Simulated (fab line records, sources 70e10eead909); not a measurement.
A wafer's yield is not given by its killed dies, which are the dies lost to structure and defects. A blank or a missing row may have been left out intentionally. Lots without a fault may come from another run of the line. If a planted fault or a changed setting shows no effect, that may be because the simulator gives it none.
A struck lot beside a sound one    flow nand harc    15 out of 1159 route steps
Sound: these wafers, L643.1, L643.3, L643.5. Wafers struck: L659.2, L659.4, L659.6. The cause is given at the end.
Each step with rows lists, per side, the tool, then ch with its chambers, then its first start. Under that, the readings that differ: sound wafers    struck wafers    difference of the means    sigmas: that difference in standard deviations of wafers without a fault.
alike: same words and numbers on both sides, and readings whose means sit less than 2 such deviations apart. not compared: any withheld reading, any reading some wafer has no value for, any bound like >300 that may hide the same value, and any number with overlapping values for which the record gives no deviation.
Wherever a step has rows on one side only, a row that says differs or no value, or a row with sigmas, the two part there. Non-overlapping numbers with no deviation appear without sigmas and do not part them. A reading that every wafer of one side lacks parts them only if that side has two wafers or more.

NHARC_A_CONTACT_ETCH_132: etches the open film in C4F8/O2/Ar, time 156 s, target depth 958 nm.
  sound on har cap etch-02 ch 0,1, day 17 08:17; struck on har cap etch-03 ch 0,1, day 20 21:55
  not compared: rf hours counter h
then, 1 step without rows for these wafers: NHARC_A_CONTACT_ETCH_133 (etches the open film in C4F8/O2/Ar, time 195 s, target depth 840 nm).
NHARC_A_CONTACT_ETCH_91: etches the open film in CH3F/O2, target depth 40 nm, time 85.7 s.
  sound on rie diel-11 ch 0,1, day 17 08:58; struck on rie diel-13 ch 1,3, day 20 22:38
reading                      sound              struck             difference  sigmas
drypump motor current A (A)  6.6 6.0 6.6        5.2 5.6 5.6        -0.9        -2
oes product au (a.u.)        0.929 0.918 0.929  0.995 0.988 0.996  +0.068      +2
  alike: bias w, rf vpp V, showerhead plenum p Torr, throttle valve pct
  not compared: rf hours counter h
NHARC_A_CONTACT_ETCH_97: etches the open film in C4F6/O2, target depth 20 nm, time 10 s.
  sound on rie diel-11 ch 0,1,3, day 17 09:08; struck on rie diel-13 ch 2,3
reading                sound              struck             difference  sigmas
oes product au (a.u.)  0.955 0.963 0.947  1.007 1.011 1.017  +0.057      +3
  alike: bias w, drypump motor current A, rf vpp V, showerhead plenum p Torr, throttle valve pct
  not compared: rf hours counter h
NHARC_A_CONTACT_CD_MEAS_80:
  struck on cd sem-01, day 20 22:51; sound on cd sem-03, day 17 09:13
  alike: cd nm
then, 3 steps without rows for these wafers: NHARC_A_CONTACT_STRIP_103 (strips in N2/H2); NHARC_A_CONTACT_STRIP_104 (strips in CF4/CHF3); NHARC_A_CONTACT_STRIP_105 (strips in O2/COS).
NHARC_A_CONTACT_ETCH_106: etches the open film in CF4/O2, target depth 60 nm, overetch 6 nm, time 33 s.
  sound on rie diel-11 ch 0,3, day 17 09:32; struck on rie diel-11 ch 1,2,3, day 20 23:22
  alike: bias w, drypump motor current A, oes_f_703_au, oes product au, rf vpp V, showerhead plenum p Torr, throttle valve pct
  not compared: rf hours counter h
then, 2 steps without rows for these wafers: NHARC_A_CONTACT_STRIP_82 (strips in O2); NHARC_A_CONTACT_STRIP_83 (strips in post etch residue remover, time 600 s).
NHARC_A_CONTACT_DEP_84: deposits aC, target thk 2000 nm.
  sound on acl dep-01 ch 0, day 17 10:23; struck on acl dep-02 ch 0, day 21 01:17
reading               sound                 struck                difference  sigmas
susceptor temp C (C)  399.82 399.99 399.95  400.55 400.29 400.29  +0.46       +2
  alike: throttle valve pct
NHARC_A_CONTACT_DEP_85: deposits SiON, target thk 50 nm.
  sound on pecvd-02 ch 0,1,2, day 17 11:39; struck on pecvd-02 ch 0,1,2, day 21 02:22
  no value came back on the struck wafers for chamber pressure Torr (Torr), heater power outer w (W), heater power w (W); on the sound wafers chamber pressure Torr (Torr) reads 3.504 3.500 3.498
then, 1 step without rows for these wafers: NHARC_A_CONTACT_DEHYDRATE_00 (time 120 s).
-- the record jumps here: 3 days lie between the struck wafers' starts before and after (it left off in module A_CONTACT and takes up again in module END, whose first step shown is number 1159 of the route) --
NHARC_END_SORT_01:
  only the struck wafers appear in the record here, on prober-01 ch 0 at day 24 04:53; the sound ones have no rows

WHERE THEY PART
Earliest at NHARC_A_CONTACT_ETCH_91; latest, in this record, at NHARC_END_SORT_01.

WHY: what the simulator had put in
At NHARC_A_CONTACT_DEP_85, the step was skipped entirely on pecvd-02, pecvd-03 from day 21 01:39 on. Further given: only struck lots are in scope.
